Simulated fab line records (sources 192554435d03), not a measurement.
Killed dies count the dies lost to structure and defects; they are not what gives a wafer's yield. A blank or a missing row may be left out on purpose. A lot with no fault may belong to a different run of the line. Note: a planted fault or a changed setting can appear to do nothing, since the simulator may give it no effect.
fab line records -- flow n5Finfet
[record] lots = 10, wafers = 30, lastDay = 18
route steps=1938 shown BEOL_M13@1692 BEOL_M14@1729
lots that met no fault: from a run of the same line without faults
startH: hours from the record's opening day to when the first of the lot's shown wafers began -- waitH: time in hours since the lot's previous step -- " unchanged from the row above -- L1.1+2: one row covering several wafers at once -- - value missing, or start not given -- * or withheld: withheld -- < > ~ a bound
route shown NAME@n: names a module that has steps shown in the file, with the first one's number in the route -- usual: the fault-free wafers' mean and standard deviation -- same: alike in all rows -- chamber/n: place in a boat -- sites: readings site by site -- _std_site: how widely they spread, as a standard deviation -- _edge_site: the outer-site mean with the inner-site mean subtracted -- radiusMm: for every site, how far away it sits from the centre of the wafer -- mask NAME#n: copy n -- behind: the tool/chamber that last shaped the wafer -- hold: cause of the lot's hold/its duration in hours/its outcome -- device: transistor that didn't switch, given as n, p or np -- end of line: the route-end tests of the same wafers -- step lacking rows: just its recipe -- killed: dies that structure and defects cost at the first sort, which is not the same as the wafer's yield -- map: per-die view of a wafer (x killed, . not killed, _ where there is no die)
set.NAME: setting as actually run; set.NAME@STEP: the setting as run at that earlier step -- model.NAME: the simulator's own value behind a step, which no gauge read
the route's steps for a sample of lots (tables are steps, rows are wafers)
services: the hour from which a tool's chamber was out of use, counted from the record's first day as startH (under 0 if before that day), plus the number of hours and why
[[steps]]
[step N5_BEOL_M13_DESCUM_33]
[recipe] chemistry = O2, timeS = 7.9, sourcePowerW = 50, biasPowerW = 20, pressureMtorr = 20, rfFrequencyHz = 2.712e+07, tempC = 40, o2FlowSccm = 225
[usual] drypumpMotorCurrentA = 5.6/0.46, oesProductAu = 0.81/0.085, rfVppV = 242.7/1.4, showerheadPlenumPTorr = 2.07/0.076, throttleValvePct = 20.4/0.31
lot.wafer,tool,chamber,startH,waitH,drypumpMotorCurrentA,oesProductAu,rfHoursCounterH,rfVppV,showerheadPlenumPTorr,throttleValvePct
L188.1,rieDiel-06,1,276.96,0.0,5.2,0.95,14,245.0,2.23,20.2
L188.3,rieDiel-06,0,276.96,0.0,5.3,0.81,91,241.2,2.04,20.8
L188.6,rieDiel-06,0,276.96,0.0,5.3,0.81,-,241.0,2.04,20.8
L193.2,rieDiel-02,2,300.39,0.0,5.7,0.94,6,242.9,2.03,19.8
L193.4,rieDiel-02,1,300.39,0.0,5.9,0.80,106,241.7,2.03,20.2
L193.5,rieDiel-02,3,300.39,0.0,5.0,0.74,-,243.5,1.99,20.8
L194.2,rieDiel-02,0,305.38,0.0,6.0,0.72,214,242.2,2.05,20.7
L194.4,rieDiel-02,3,305.38,0.0,5.1,0.74,167,241.8,1.99,20.9
L194.6,rieDiel-02,0,305.38,0.0,6.0,0.73,-,243.5,2.05,20.7
L195.2,rieDiel-06,3,310.93,0.0,5.3,0.70,215,243.4,1.96,20.6
L195.4,rieDiel-06,2,310.93,0.0,4.8,0.86,42,244.2,2.13,20.1
L195.5,rieDiel-06,1,310.93,0.0,5.1,0.91,-,244.0,2.23,20.2
L196.1,rieDiel-06,1,311.47,0.1,5.1,0.91,26,245.1,2.23,20.2
L196.3,rieDiel-06,0,311.47,0.1,5.3,0.80,103,241.0,2.04,20.8
L196.4,rieDiel-06,3,311.47,0.1,5.3,0.69,216,240.0,1.96,20.7
L198.1,rieDiel-06,2,335.34,0.4,4.8,0.85,50,243.6,2.13,20.2
L198.2,rieDiel-06,0,335.34,0.4,5.3,0.79,111,241.8,2.03,20.8
L198.5,rieDiel-06,0,335.34,0.4,5.3,0.79,-,242.0,2.03,20.8
L204.2,rieDiel-06,3,364.27,0.0,5.3,0.69,226,241.1,1.96,20.6
L204.5,rieDiel-06,1,364.27,0.0,5.2,0.89,-,244.1,2.22,20.2
L204.6,rieDiel-06,3,364.27,0.0,5.3,0.68,-,240.6,1.96,20.7
L207.1,rieDiel-04,0,380.25,0.0,5.5,0.84,57,242.1,2.06,20.7
L207.5,rieDiel-04,1,380.25,0.0,6.5,0.73,-,242.5,2.10,20.3
L207.6,rieDiel-04,2,380.25,0.0,6.1,0.90,-,244.5,2.14,20.4
L209.1,rieDiel-02,3,398.30,0.0,5.1,0.73,194,241.7,1.98,20.9
L209.4,rieDiel-02,0,398.30,0.0,5.9,0.71,242,244.9,2.04,20.8
L209.5,rieDiel-02,1,398.30,0.0,5.9,0.78,-,242.0,2.02,20.3
L208.1,rieDiel-06,0,406.55,0.3,5.3,0.77,131,242.5,2.03,20.8
L208.2,rieDiel-06,3,406.55,0.3,5.2,0.67,242,240.1,1.95,20.7
L208.3,rieDiel-06,1,406.55,0.3,5.1,0.88,48,244.9,2.22,20.3
[step N5_BEOL_M14_DESCUM_15]
[recipe] chemistry = O2, timeS = 7.9, sourcePowerW = 50, biasPowerW = 20, pressureMtorr = 20, rfFrequencyHz = 2.712e+07, tempC = 40, o2FlowSccm = 225
[usual] drypumpMotorCurrentA = 5.7/0.35, oesProductAu = 0.79/0.075, rfVppV = 243.6/1.4, showerheadPlenumPTorr = 2.11/0.078, throttleValvePct = 20.46/0.17
lot.wafer,tool,chamber,startH,waitH,drypumpMotorCurrentA,oesProductAu,rfHoursCounterH,rfVppV,showerheadPlenumPTorr,throttleValvePct
L188.1,rieDiel-01,1,281.86,0.0,5.9,0.75,145,243.4,2.21,20.50
L188.3,rieDiel-01,0,281.86,0.0,6.2,0.75,162,243.1,2.07,20.44
L188.6,rieDiel-01,0,281.86,0.0,6.2,0.75,-,243.1,2.07,20.45
L193.2,rieDiel-05,3,306.33,0.0,5.3,0.85,53,241.5,2.02,20.59
L193.4,rieDiel-05,0,306.33,0.0,5.8,0.72,223,241.0,2.04,20.27
L193.5,rieDiel-05,3,306.33,0.0,5.3,0.85,-,240.9,2.02,20.59
L194.2,rieDiel-05,3,309.13,0.4,5.3,0.85,54,241.3,2.02,20.58
L194.4,rieDiel-05,2,309.13,0.4,5.9,0.85,64,243.9,2.02,20.70
L194.6,rieDiel-05,3,309.13,0.4,5.3,0.85,-,241.5,2.02,20.59
L195.2,rieDiel-01,2,317.10,0.0,6.2,0.87,67,245.4,2.10,20.35
L195.4,rieDiel-01,0,317.10,0.0,6.2,0.74,177,243.0,2.06,20.48
L195.5,rieDiel-01,1,317.10,0.0,5.9,0.73,-,243.3,2.20,20.54
L196.1,rieDiel-01,3,318.72,0.0,5.1,0.86,42,246.6,2.21,20.21
L196.3,rieDiel-01,2,318.72,0.0,6.2,0.88,68,244.4,2.10,20.36
L196.4,rieDiel-01,3,318.72,0.0,5.1,0.86,-,243.8,2.21,20.20
L198.1,rieDiel-05,0,339.60,0.0,5.8,0.71,234,242.9,2.04,20.29
L198.2,rieDiel-05,3,339.60,0.0,5.3,0.84,67,242.1,2.01,20.61
L198.5,rieDiel-05,1,339.60,0.0,5.8,0.83,-,242.8,2.13,20.32
L204.2,rieDiel-01,0,367.79,0.1,6.2,0.72,189,241.9,2.06,20.50
L204.5,rieDiel-01,0,367.79,0.1,6.2,0.72,-,244.7,2.06,20.50
L204.6,rieDiel-01,1,367.79,0.1,5.9,0.73,-,244.8,2.20,20.55
L207.1,rieDiel-05,3,383.85,0.0,5.3,0.82,84,241.2,2.01,20.63
L207.5,rieDiel-05,1,383.85,0.0,5.9,0.80,-,244.6,2.13,20.37
L207.6,rieDiel-05,2,383.85,0.0,5.9,0.82,-,242.6,2.01,20.74
L209.1,rieDiel-01,1,402.58,0.1,5.9,0.72,188,245.0,2.19,20.56
L209.4,rieDiel-01,2,402.58,0.1,6.2,0.83,93,243.4,2.09,20.37
L209.5,rieDiel-01,2,402.58,0.1,6.2,0.83,-,244.2,2.09,20.39
L208.1,rieDiel-01,1,410.47,0.0,5.9,0.71,191,244.0,2.19,20.57
L208.2,rieDiel-01,3,410.47,0.0,5.1,0.83,72,244.9,2.20,20.23
L208.3,rieDiel-01,2,410.47,0.0,6.2,0.84,96,245.3,2.09,20.38
[step N5_BEOL_M14_ETCH_59]
[recipe] chemistry = N2/H2, target = BARC, targetDepthA = 890, overetchA = 267, timeS = 67.9, ionEnergyEv = 200, pressureMtorr = 30, sourceW = 840, biasW = 150, n2FlowSccm = 200, h2FlowSccm = 200
[usual] drypumpMotorCurrentA = 5.7/0.35, oesProductAu = 0.68/0.059, rfVppV = 524.6/2.5, showerheadPlenumPTorr = 2.56/0.082, throttleValvePct = 17.89/0.25
lot.wafer,tool,chamber,startH,waitH,drypumpMotorCurrentA,oesProductAu,rfHoursCounterH,rfVppV,showerheadPlenumPTorr,throttleValvePct
L188.1,rieDiel-01,1,281.89,0.0,5.9,0.65,145,525.9,2.64,17.73
L188.3,rieDiel-01,0,281.89,0.0,6.2,0.64,162,524.8,2.52,17.92
L188.6,rieDiel-01,0,281.89,0.0,6.2,0.65,-,524.0,2.52,17.92
L193.2,rieDiel-05,3,306.37,0.0,5.3,0.72,53,522.8,2.46,18.08
L193.4,rieDiel-05,0,306.37,0.0,5.8,0.61,223,522.3,2.51,17.91
L193.5,rieDiel-05,3,306.37,0.0,5.3,0.72,-,521.5,2.46,18.08
L194.2,rieDiel-05,3,309.17,0.0,5.3,0.72,54,522.8,2.46,18.08
L194.4,rieDiel-05,2,309.17,0.0,5.9,0.72,64,521.1,2.49,18.41
L194.6,rieDiel-05,3,309.17,0.0,5.3,0.72,-,522.0,2.46,18.09
L195.2,rieDiel-01,2,317.13,0.0,6.2,0.74,67,525.5,2.56,17.81
L195.4,rieDiel-01,0,317.13,0.0,6.2,0.64,177,523.3,2.51,17.91
L195.5,rieDiel-01,1,317.13,0.0,5.9,0.64,-,527.2,2.64,17.76
L196.1,rieDiel-01,3,318.75,0.0,5.1,0.75,42,526.9,2.69,17.64
L196.3,rieDiel-01,2,318.75,0.0,6.2,0.73,68,524.3,2.56,17.81
L196.4,rieDiel-01,3,318.75,0.0,5.2,0.74,-,527.8,2.69,17.64
L198.1,rieDiel-05,0,339.64,0.0,5.8,0.60,234,522.7,2.50,17.93
L198.2,rieDiel-05,3,339.64,0.0,5.3,0.71,67,522.2,2.46,18.13
L198.5,rieDiel-05,1,339.64,0.0,5.8,0.69,-,524.1,2.55,17.47
L204.2,rieDiel-01,0,367.83,0.0,6.2,0.62,189,523.4,2.51,17.95
L204.5,rieDiel-01,0,367.83,0.0,6.2,0.63,-,524.1,2.51,17.94
L204.6,rieDiel-01,1,367.83,0.0,6.0,0.63,-,526.4,2.63,17.79
L207.1,rieDiel-05,3,383.88,0.0,5.3,0.68,84,522.4,2.45,18.14
L207.5,rieDiel-05,1,383.88,0.0,5.8,0.67,-,524.7,2.54,17.49
L207.6,rieDiel-05,2,383.88,0.0,5.9,0.70,-,522.1,2.48,18.47
L209.1,rieDiel-01,1,402.62,0.0,5.9,0.62,188,527.2,2.62,17.80
L209.4,rieDiel-01,2,402.62,0.0,6.2,0.70,93,524.5,2.55,17.86
L209.5,rieDiel-01,2,402.62,0.0,6.2,0.71,-,526.2,2.55,17.83
L208.1,rieDiel-01,1,410.51,0.0,5.9,0.62,191,526.1,2.62,17.80
L208.2,rieDiel-01,3,410.51,0.0,5.1,0.72,72,528.5,2.68,17.71
L208.3,rieDiel-01,2,410.51,0.0,6.2,0.71,96,524.5,2.55,17.87
[step N5_BEOL_M14_STRIP_63]
[recipe] chemistry = O2, powerW = 600, tempC = 60, pressureMtorr = 30, rfFrequencyHz = 6e+07, biasPowerW = 0, overashFraction = 0.3, o2FlowSccm = 225
[usual] biasPowerW = 0/0, chamberPressureMTorr = 29.99/0.049, drypumpMotorCurrentA = 5.7/0.35, oesProductAu = 0.79/0.075, rfVppV = 3.5/0.8, showerheadPlenumPTorr = 2.11/0.079, throttleValvePct = 16.70/0.17
lot.wafer,tool,chamber,startH,waitH,biasPowerW,chamberPressureMTorr,drypumpMotorCurrentA,oesProductAu,rfHoursCounterH,rfVppV,showerheadPlenumPTorr,throttleValvePct
L188.1,rieDiel-01,1,282,-,0,30.00,5.9,0.75,145,3.6,2.21,16.73
L188.3,rieDiel-01,0,282,-,0,30.04,6.2,0.75,162,3.2,2.07,16.74
L188.6,rieDiel-01,0,282,-,0,30.00,6.2,0.74,-,4.0,2.07,16.78
L193.2,rieDiel-05,3,306,-,0,30.02,5.3,0.85,53,2.4,2.02,16.80
L193.4,rieDiel-05,0,306,-,0,30.01,5.8,0.71,223,4.2,2.05,16.63
L193.5,rieDiel-05,3,306,-,0,30.09,5.3,0.86,-,3.8,2.02,16.80
L194.2,rieDiel-05,3,309,-,-,-,-,-,-,-,-,-
L194.4,rieDiel-05,2,309,-,-,-,-,-,-,-,-,-
L194.6,rieDiel-05,3,309,-,-,-,-,-,-,-,-,-
L195.2,rieDiel-01,2,317,-,-,-,-,-,-,-,-,-
L195.4,rieDiel-01,3,317,-,-,-,-,-,-,-,-,-
L195.5,rieDiel-01,1,317,-,-,-,-,-,-,-,-,-
L196.1,rieDiel-01,3,318,-,0,29.93,5.1,0.86,42,2.4,2.22,16.45
L196.3,rieDiel-01,2,318,-,0,30.04,6.2,0.89,68,3.2,2.11,16.57
L196.4,rieDiel-01,3,319,-,0,29.98,5.1,0.86,-,4.4,2.22,16.41
L198.1,rieDiel-05,0,339,-,0,29.93,5.8,0.71,234,2.8,2.04,16.67
L198.2,rieDiel-05,3,339,-,0,30.01,5.3,0.84,67,3.6,2.02,16.81
L198.5,rieDiel-05,1,339,-,0,30.03,5.8,0.83,-,2.6,2.14,16.53
L204.2,rieDiel-01,0,368,-,0,29.91,6.2,0.72,189,4.1,2.06,16.82
L204.5,rieDiel-01,0,368,-,0,29.95,6.2,0.74,-,3.8,2.06,16.79
L204.6,rieDiel-01,1,368,-,0,29.96,5.9,0.72,-,2.4,2.20,16.82
L207.1,rieDiel-05,3,384,-,0,30.00,5.3,0.82,84,3.0,2.01,16.88
L207.5,rieDiel-05,1,384,-,0,29.95,5.8,0.80,-,2.9,2.13,16.56
L207.6,rieDiel-05,2,384,-,0,29.95,5.8,0.82,-,3.0,2.02,16.92
L209.1,rieDiel-01,1,402,-,0,30.09,5.9,0.71,188,4.9,2.20,16.82
L209.4,rieDiel-01,2,402,-,0,30.05,6.2,0.84,93,3.5,2.10,16.62
L209.5,rieDiel-01,2,402,-,0,29.96,6.2,0.84,-,3.1,2.10,16.63
L208.1,rieDiel-01,1,410,-,0,29.96,5.9,0.71,191,3.5,2.20,16.81
L208.2,rieDiel-01,3,410,-,0,29.93,5.1,0.81,72,3.1,2.21,16.50
L208.3,rieDiel-01,2,410,-,0,29.95,6.2,0.82,96,5.5,2.10,16.62
[[services]]
tool,chamber,startH,hours,kind
rieDiel-05,0,265.47,8.7,repair
rieDiel-02,2,265.88,-,clean
rieDiel-02,2,265.88,-,consumableReplace:focusRing
rieDiel-06,-,266.11,2.8,pm
rieDiel-04,0,266.58,4.5,repair
rieDiel-05,2,279.25,2.4,repair
rieDiel-05,0,287.52,1.8,repair
rieDiel-01,3,288.67,23.6,repair
rieDiel-05,1,290.79,6.3,repair
rieDiel-01,0,317.16,9.8,repair
rieDiel-05,1,317.84,8.7,repair
rieDiel-06,3,330.98,3.6,repair
rieDiel-06,3,344.09,19.8,repair
rieDiel-01,-,349.21,14.6,pm
rieDiel-06,0,359.62,9.0,repair
rieDiel-01,0,372.32,7.8,repair
rieDiel-06,1,372.98,32.4,repair
rieDiel-06,0,375.92,6.5,repair
rieDiel-05,0,376.89,-,clean
rieDiel-05,0,376.89,-,consumableReplace:focusRing
rieDiel-05,0,376.89,17.5,scheduledDown
rieDiel-05,0,376.89,17.5,ventCycle
rieDiel-04,1,393.86,2.4,repair
rieDiel-01,-,394.50,2.8,pm
[[key]]
[firstSign] step = N5_BEOL_M14_STRIP_63, reading = toolRecord, direction = missing
effect none on later readings
metAt N5_BEOL_M14_STRIP_63
struckLots L194,L195
notActingAt N5_BEOL_M13_DESCUM_33,N5_BEOL_M14_DESCUM_15,N5_BEOL_M14_ETCH_59
onsetBetween 306 309
[fault] kind = skippedStepWhole, tool = rieDiel-01,rieDiel-05, chamber = -, onsetH = 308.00, steps = N5_BEOL_M14_STRIP_63, scope = struckLotsOnly
